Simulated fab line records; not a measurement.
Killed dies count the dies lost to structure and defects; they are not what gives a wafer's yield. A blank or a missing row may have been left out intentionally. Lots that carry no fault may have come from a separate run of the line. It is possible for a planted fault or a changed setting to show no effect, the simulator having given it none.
Split-lot study | flow n5 finfet | on a route of 1938 steps: 7 lots, 21 wafers read

THE SPLIT
At N5_BEOL_M0_ETCH_128 (etches SiCN in CF4/N2, target depth 12 nm, overetch 5.1 nm, time 21.4 s), the setting source w was moved away from the recipe's 430 W on 8 of the 21 wafers read, by -16.7% to +13.9%. This setting was run at the recipe's value on the other wafers.

The split's own step is where the reading is taken.

THE READING
rf vpp V, in V, at N5_BEOL_M0_ETCH_128 (etches SiCN in CF4/N2, target depth 12 nm, overetch 5.1 nm, time 21.4 s). A value of 382.7 V with a standard deviation of 1.9 V is what fault-free wafers of this fab line usually give.

wafer  | tool, chamber at the split | source w as run, W | against the recipe | rf vpp V, V | against lot-mates on the recipe
L074.1 | rie diel-04, 0             | 430                | recipe             | 379.9       | -
L074.3 | rie diel-04, 1             | 395.2              | -8.1%              | 392.1       | +10.8
L074.5 | rie diel-04, 2             | 430                | recipe             | 382.8       | -
L083.2 | rie diel-06, 2             | 430                | recipe             | 383.3       | -
L083.4 | rie diel-06, 0             | 358.1              | -16.7%             | 407.0       | +23.7
L083.5 | rie diel-06, 0             | 358.1              | -16.7%             | 409.3       | +26.0
L086.4 | rie diel-06, 3             | 430                | recipe             | 384.9       | -
L086.5 | rie diel-06, 1             | 430                | recipe             | 384.3       | -
L086.6 | rie diel-06, 0             | 430                | recipe             | 382.6       | -
L087.2 | rie diel-03, 0             | 430                | recipe             | 384.7       | -
L087.3 | rie diel-03, 1             | 430                | recipe             | 382.8       | -
L087.5 | rie diel-03, 1             | 474.7              | +10.4%             | 370.2       | -13.6
L091.1 | rie diel-06, 0             | 489.7              | +13.9%             | 367.5       | -18.9
L091.3 | rie diel-06, 3             | 489.7              | +13.9%             | 367.6       | -18.8
L091.4 | rie diel-06, 3             | 430                | recipe             | 386.4       | -
L093.2 | rie diel-03, 3             | 385.8              | -10.3%             | 395.5       | +15.1
L093.5 | rie diel-03, 2             | 430                | recipe             | 380.4       | -
L093.6 | rie diel-03, 1             | 385.8              | -10.3%             | 396.1       | +15.7
L097.1 | rie diel-04, 1             | 430                | recipe             | 380.7       | -
L097.2 | rie diel-04, 2             | 430                | recipe             | 381.3       | -
L097.6 | rie diel-04, 0             | 430                | recipe             | 379.6       | -

FIT RESULTS
A straight line over all 21 wafers: rf vpp V changes by -1.3 V for each +1% of source w; r = -0.98; the points scatter about the line by 2.3 V.
The same after taking each lot's own level away (the mean of its wafers on the recipe; 21 wafers): -1.42 V for each +1%; r = -1.00; scatter 0.99 V.
Per that fit: largest source w move, reading shift of 24 V.
The lots' own levels span 380.40 to 386.40 V, that is 3.2 times the standard deviation above.
The two slopes agree, so the slope changes little with the lot-to-lot level.
Check: +24.2 V against its lot-mates is what the line predicts for one of the wafers moved furthest among these (-16.7%) when that wafer is left out of the fit. Against them it came out at +23.7 V.
Tool readings at the split's step, against how far the setting was moved: rf vpp V r = -0.98.

OTHER SPLITS APPLIED TO THESE WAFERS
These wafers also went through other splits before the reading. Each is held against what the fit with the lots' levels taken away leaves over:
other split on the same wafers        | wafers away from the commonest value | r with rf vpp V (lot level and that fit taken away)
N5_SD_ACTIVATION_LSA_01 temp c        | 6                                    | +0.20
N5_HKMG_FIN_COAT_41 spin rpm          | 4                                    | -0.22
N5_HKMG_FIN_ETCH_54 cf4 flow sccm     | 3                                    | +0.45
N5_GATE_CUT_ALD_22 ald cycles         | 10                                   | +0.21
N5_MOL_CONTACT_COAG_ALD_27 ald cycles | 9                                    | +0.09
N5_MOL_CONTACT_COAG_COAT_75 spin rpm  | 8                                    | -0.13
N5_BEOL_M0_SAQP_PECVD_03 time s       | 7                                    | +0.10
N5_BEOL_M0_SAQP_COAT_08 spin rpm      | 4                                    | +0.04

THE FILE'S OWN FIT
rf vpp V changes by -1.41 V for each +1% of source w, r = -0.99.
